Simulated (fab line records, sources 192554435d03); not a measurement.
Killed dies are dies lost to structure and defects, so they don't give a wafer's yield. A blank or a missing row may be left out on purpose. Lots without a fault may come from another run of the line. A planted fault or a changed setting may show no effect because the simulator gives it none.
fab line records | flow n5_finfet
record lots=3 wafers=9 last_day=17
route steps=1938 shown BEOL_M5@1119 PASSIVATION@1936
lots that met no fault: from a run of the same line without faults
start_h: hours from the record's first day to the start of the lot's first wafer shown | wait_h: hours since the lot's step before | " the same as in the row above | L1.1+2: a row that stands for several wafers | - no value, or no start given | * or withheld: withheld | < > ~ a bound
route shown NAME@n: a module of which the file shows steps, and the number in the route of the first | usual: mean/standard deviation of fault-free wafers | same: alike in all rows | chamber/n: place in a boat | sites: the reading at each site | _std_site: their standard deviation | _edge_site: outer sites' mean less inner sites' | radius_mm: how far each site lies from the wafer's centre | mask NAME#n: copy n | behind: the tool/chamber that last shaped the wafer | hold: why the lot was held/for how many hours/how that ended | device: the transistor (n, p or np) that didn't switch | end of line: the same wafers' tests at the end of the route | a step without rows: its recipe alone | killed: dies lost to structure and defects at the first sort, not the wafer's yield | map: a wafer's dies, x killed, . not, _ none there
set.NAME: the setting as run; set.NAME@STEP: as run at that earlier step | model.NAME: the simulator's own value behind a step, which no gauge read
lots at some steps of the route; a table a step, a row a wafer
services: from which hour (start_h, from the record's first day; less than 0 if before it) a tool's chamber was out of use, for how many hours, and why
## steps
# step N5_BEOL_M5_COAT_71
# recipe resist=underlayer temp_c=205 time_s=60 spin_rpm=1500 resist_thk_nm=5
# step N5_BEOL_M5_COAT_05
# recipe resist=CAR-EUV spin_rpm=1500 resist_thk_nm=30
# step N5_BEOL_M5_EBR_07
# recipe solvent=PGMEA ebr_width_mm=1.5
# step N5_BEOL_M5_SOFTBAKE_06
# recipe temp_c=110 time_s=60 resist=CAR-EUV
# step N5_BEOL_M5_EXPOSE_08
# recipe mask_id=M5 na=0.33 source_shape=annular sigma_inner=0.4 sigma_outer=0.8 polarization=unpolarized target_cd_nm=28 dose_mj=35.75
# step N5_BEOL_M5_PEB_09
# recipe peb_temp_c=100 peb_time_s=60 resist=CAR-EUV
# step N5_BEOL_M5_DEVELOP_10
# recipe develop_time_s=30 developer=TMAH resist=CAR-EUV rinse_liquid=surfactant_rinse dry=air_spin dev_temp_c=23
# step N5_BEOL_M5_DESCUM_16
# recipe chemistry=O2 time_s=7 source_power_w=50 bias_power_w=20 pressure_mtorr=20 rf_frequency_hz=2.712e+07 temp_c=40 resist=CAR-EUV o2_flow_sccm=225
# step N5_BEOL_M5_ETCH_72
# recipe chemistry=N2/H2 target=underlayer target_depth_a=65 mask_material=CAR-EUV time_s=5.2 ion_energy_ev=200 pressure_mtorr=30 source_w=840 bias_w=150 n2_flow_sccm=200 h2_flow_sccm=200 ends=cleared
# step N5_BEOL_M5_ETCH_61
# recipe chemistry=CF4 target=SiARC target_depth_a=156 mask_material=CAR-EUV time_s=26 ion_energy_ev=80 pressure_mtorr=40 source_w=545 bias_w=36 Ar_flow_sccm=100 cf4_flow_sccm=100 ends=cleared
# usual drypump_motor_current_A=5.83/0.26 etch_rf_on_time_s=26.0/0.5 oes_product_au=0.66/0.078 rf_vpp_V=184.1/1.1 showerhead_plenum_p_Torr=2.15/0.062 throttle_valve_pct=15.72/0.26
# columns lot.wafer tool chamber start_h wait_h drypump_motor_current_A etch_rf_on_time_s oes_product_au rf_hours_counter_h rf_vpp_V showerhead_plenum_p_Torr throttle_valve_pct
L332.2 rie_diel-06 2 258.95 0.0 5.78 25.7 0.62 206 184.6 2.21 15.84
L332.5 " 1 " " 5.94 25.3 0.82 - 184.5 2.19 15.25
L332.6 " 2 " " 5.77 25.6 0.62 - 184.8 2.21 15.85
L337.3 rie_diel-06 3 295.99 0.0 6.12 26.3 0.65 122 181.9 2.07 15.78
L337.4 " 0 " " 5.87 25.7 0.77 16 183.6 2.19 15.62
L337.5 " 1 " " 5.95 24.9 0.79 - 185.5 2.18 15.27
L339.1 rie_diel-02 2 305.52 0.0 5.31 25.8 0.64 189 182.5 2.05 15.54
L339.3 " 3 " " 5.62 25.8 0.80 17 184.7 2.19 15.44
L339.4 " 2 " " 5.31 26.1 0.63 - 182.7 2.05 15.53
# step N5_BEOL_M5_ETCH_62
# recipe chemistry=N2/H2 target=SOC target_depth_a=750 overetch_a=150 mask_material=SiARC temp_c=40 time_s=112.5 ion_energy_ev=200 pressure_mtorr=30 source_w=840 bias_w=150 n2_flow_sccm=200 h2_flow_sccm=200
# step N5_BEOL_M5_STRIP_63
# recipe chemistry=N2/H2 temp_c=40 n2_flow_sccm=200 h2_flow_sccm=200 rf_frequency_hz=6e+07
# step N5_BEOL_M5_STRIP_73
# recipe chemistry=N2/H2 temp_c=40 n2_flow_sccm=200 h2_flow_sccm=200 rf_frequency_hz=6e+07
# step N5_BEOL_M5_STRIP_64
# recipe chemistry=CF4 resist=SiARC power_w=300 bias_power_w=75 pressure_mtorr=50 cf4_flow_sccm=150 rf_frequency_hz=6e+07
# step N5_BEOL_M5_HM_OPEN_17
# recipe chemistry=Cl2/BCl3 target_depth_a=200 overetch_a=60 target=TiN mask_material=SOC ion_energy_ev=150 pressure_mtorr=10 icp_w=1000 bias_w=126 Cl2_flow_sccm=53.25 bcl3_flow_sccm=21.75 Ar_flow_sccm=25
# step N5_BEOL_M5_STRIP_19
# recipe chemistry=O2 power_w=400 temp_c=40 pressure_mtorr=30 rf_frequency_hz=6e+07 bias_power_w=0 overash_fraction=0.2 o2_flow_sccm=225
# step N5_BEOL_M5_COAT_65
# recipe resist=SOC temp_c=250 time_s=60 spin_rpm=1500 resist_thk_nm=60
# step N5_BEOL_M5_COAT_66
# recipe resist=SiARC temp_c=220 time_s=60 spin_rpm=1500 resist_thk_nm=12
# step N5_BEOL_M5_COAT_74
# recipe resist=underlayer temp_c=205 time_s=60 spin_rpm=1500 resist_thk_nm=5
# step N5_BEOL_M5_COAT_22
# recipe resist=CAR-EUV spin_rpm=1500 resist_thk_nm=30
# step N5_BEOL_M5_EBR_24
# recipe solvent=PGMEA ebr_width_mm=1.5
# step N5_BEOL_M5_SOFTBAKE_23
# recipe temp_c=110 time_s=60 resist=CAR-EUV
# step N5_BEOL_M5_EXPOSE_25
# recipe mask_id=V4 na=0.33 source_shape=quasar sigma_inner=0.2 sigma_outer=0.6 polarization=unpolarized defocus_nm=10 dose_mj=52.75
# step N5_BEOL_M5_PEB_26
# recipe peb_temp_c=100 peb_time_s=60 resist=CAR-EUV
# step N5_BEOL_M5_DEVELOP_27
# recipe develop_time_s=30 developer=TMAH resist=CAR-EUV rinse_liquid=surfactant_rinse dry=air_spin dev_temp_c=23
# step N5_BEOL_M5_INSPECT_30
# recipe mode=adi inspect_instrument=brightfield
# usual raw_defect_count=485/110
# columns lot.wafer tool chamber start_h wait_h raw_defect_count
L332.2 defect_inspect-02 - 261.30 0.0 384
L332.5 " - " " 341
L332.6 " - " " 392
L337.3 defect_inspect-02 - 297.66 0.1 1026
L337.4 " - " " 826
L337.5 " - " " 995
L339.1 defect_inspect-02 - 306.34 0.1 568
L339.3 " - " " 591
L339.4 " - " " 483
# step N5_BEOL_M5_DESCUM_33
# recipe chemistry=O2 time_s=7 source_power_w=50 bias_power_w=20 pressure_mtorr=20 rf_frequency_hz=2.712e+07 temp_c=40 resist=CAR-EUV o2_flow_sccm=225
# step N5_PASSIVATION_PROBE_49
# usual defect_limited_yield=91.0/1.5 killed_at_M0_to_M3=36/12 killed_at_M4_up=14/5.5 killed_at_contacts=11/4.8 killed_at_front_end=42/12 killed_at_other=3.7/2.7 killed_dies=106/18 killed_on_rim=13/4.5 killed_open=70/13 killed_short=35/8.2 sort_bin_5_function=5.3/1 sort_bin_6_memory=3.3/0.69 sort_n_pass=1074/18 sort_yield_pct=91.0/1.5
# same gross_dies=1180 killed_at_back_side=0 sort_bin_4_leakage[%]=0 sort_bin_8_speed[%]=0
# columns lot.wafer tool chamber start_h wait_h defect_limited_yield[%] killed_at_M0_to_M3 killed_at_M4_up killed_at_contacts killed_at_front_end killed_at_other killed_dies killed_on_rim killed_open killed_short sort_bin_5_function[%] sort_bin_6_memory[%] sort_n_pass sort_yield_pct[%]
L337.3 prober-01 - 401.35 0.1 85.3 46 61 2 62 3 174 35 71 49 8.0 4.8 1006 85.3
L337.4 prober-01 - 401.40 0.2 82.4 52 97 13 45 1 208 30 77 39 11.5 4.7 972 82.4
L337.5 prober-01 - 401.45 0.2 84.4 51 60 8 63 2 184 37 85 46 8.9 4.9 996 84.4
L339.1 prober-01 - 406.06 0.0 91.9 33 17 13 26 7 96 17 66 29 5.2 2.7 1084 91.9
L339.3 prober-01 - 406.16 0.1 90.8 33 18 18 32 8 109 17 79 30 5.1 3.7 1071 90.8
L339.4 prober-01 - 406.21 0.2 91.1 35 21 16 27 6 105 11 73 32 4.7 3.7 1075 91.1
# killed by level:class
L337.3 BEOL_M5:unspecified=53 STI_FIN_REVEAL:geometric_particle:open=18 FIN_SAQP:geometric_particle:open=16 BEOL_M0_SAQP:geometric_particle:short=11 BEOL_M3:geometric_particle:open=9 BEOL_M0_SAQP:geometric_particle:open=8 FIN_SAQP:geometric_particle:short=7 BEOL_M1:geometric_particle:short=6
L337.4 BEOL_M5:unspecified=92 BEOL_M2:geometric_particle:open=15 STI_FIN_REVEAL:geometric_particle:open=13 FIN_SAQP:geometric_particle:open=12 BEOL_M0_SAQP:geometric_particle:short=12 FIN_SAQP:geometric_particle:short=9 MOL_CONTACT_COAG:geometric_particle:open=9 BEOL_M1:geometric_particle:open=9
L337.5 BEOL_M5:unspecified=52 STI_FIN_REVEAL:geometric_particle:open=19 FIN_SAQP:geometric_particle:short=12 BEOL_M0_SAQP:geometric_particle:open=12 BEOL_M1:geometric_particle:open=8 BEOL_M0_SAQP:geometric_particle:short=7 BEOL_M3:geometric_particle:open=7 DUMMY_GATE:geometric_particle:open=6
L339.1 MOL_CONTACT_COAG:geometric_particle:open=11 BEOL_M3:geometric_particle:open=9 BEOL_M4:geometric_particle:open=9 GATE_CUT:geometric_particle:short=7 STI_FIN_REVEAL:geometric_particle:open=6 BEOL_M0_SAQP:geometric_particle:open=6 BEOL_M0_SAQP:geometric_particle:short=6 BEOL_M2:geometric_particle:open=5
L339.3 MOL_CONTACT_COAG:geometric_particle:open=12 BEOL_M4:geometric_particle:open=10 DUMMY_GATE:geometric_particle:open=9 BEOL_M0_SAQP:geometric_particle:open=8 FIN_SAQP:geometric_particle:open=7 BEOL_M0_SAQP:geometric_particle:short=7 BEOL_M5:geometric_particle:open=7 MOL_CONTACT_COAG:geometric_particle:short=6
L339.4 MOL_CONTACT_COAG:geometric_particle:open=14 BEOL_M4:geometric_particle:open=11 BEOL_M2:geometric_particle:open=9 BEOL_M3:geometric_particle:open=8 BEOL_M3:geometric_particle:short=7 DUMMY_GATE:geometric_particle:open=6 BEOL_M5:geometric_particle:open=5 FIN_SAQP:geometric_particle:short=4
# map L337.4 (x killed, . not)
_________________............________________
______________.x...........x...x_____________
___________........................__________
__________.....x...xx..x..x........._________
________..x......x.......x.....x......_______
_______....x................x..........______
______...................xx............._____
_____x.x...x...........x.......x......x..____
____.............x...x.x.......x.x........___
___x...................x........x.........x__
___....x....xx...........x...x..x..........__
__.x.......x......................x.xx......_
__.......x......xx................x..x...x.._
_x....x.................x....................
_.x........x.....x....x...........xx...x...x.
_.........x..x.......xx......................
_x....x...x................x........x..x.x...
_...........................x...............x
_....x..x............x..........x....x.......
_x.x.xxxx..........x.........................
_...xxxxxx.x..x...........x...........x......
__.xxxxxxxxxx...x......x....x............xx._
__xxxxxxxxx.xx...........x.................._
___xxxxxxxxxxxx..x......................x.x__
___xxxxxxxxxx...x...x.x.x..................__
____xxxxxxxxxxx..................x......x.___
_____xxxxxxxxx..x..x.......x..........x..____
______xxxxxxxxx.....x...............x..._____
_______xxxxxx..................x....x..______
________xx.x.x............x..........._______
__________.................xx...x..._________
___________..........x...x......x..__________
______________.....x............_____________
_________________.......x....________________
# map L332.6 (x killed, . not)
_________________....x...x...________________
______________.................._____________
___________..x......x......x.......__________
__________..........x........x......_________
________..x...........x..............._______
_______..........x.....................______
______.............x..............x....._____
_____...............x..x...x....x........____
____........................x.....x....x..___
___.......................x............x...__
___................................x.......__
__.....................x......x....x....xx.._
__.x....x.....x.x........x..........xx......_
_.....x....x.xx........xx...................x
_.......x.x....x...........x.............x.x.
_..x.x....x.xx...........x..........x........
_x........x..x...........................x...
_.x.......x.......x.....x....................
_.......................x....x.........x.....
_.x.....x..........xx...x.........x.x.x.x....
_.....x.xx....x..........x...................
__..x.................x.x...........x......._
__......x..x.xx................x........x..._
___........................................__
___.x.x......xx...........................x__
____.............................x....xx..___
_____x.........xxxxx.x.........x.........____
______.................................._____
_______....x.........x.................______
________.x....................x..x...._______
__________.........................._________
___________....x...x....x..........__________
______________.................._____________
_________________............________________
## services
# columns tool chamber start_h hours kind
rie_diel-02 3 240.04 7.0 repair
rie_diel-06 0 240.32 - clean
rie_diel-06 0 240.32 - consumable_replace:focus_ring
rie_diel-06 0 240.32 11.9 scheduled_down
rie_diel-06 0 240.32 11.9 vent_cycle
rie_diel-02 3 286.50 12.4 repair
rie_diel-02 1 298.96 - clean
rie_diel-02 1 298.96 - consumable_replace:focus_ring
rie_diel-02 1 298.96 24.0 scheduled_down
rie_diel-02 1 298.96 24.0 vent_cycle
## key
first_sign step=N5_BEOL_M5_INSPECT_30 reading=raw_defect_count direction=up sigmas=4.4 usual=485 struck=949
effect step=N5_PASSIVATION_PROBE_49 reading=killed_at_M4_up direction=up sigmas=11 usual=14 struck=73
more_kills_born_at N5_BEOL_M5_ETCH_61@rie_diel-06=197
met_at N5_BEOL_M5_ETCH_61
struck_wafers L337.3,L337.4,L337.5
onset_between 258.95 295.99
fault kind=chamber_particle_source tool=rie_diel-06 chamber=- onset_h=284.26 steps=N5_BEOL_M5_ETCH_61 rate_per_visit_cm2=0.74348
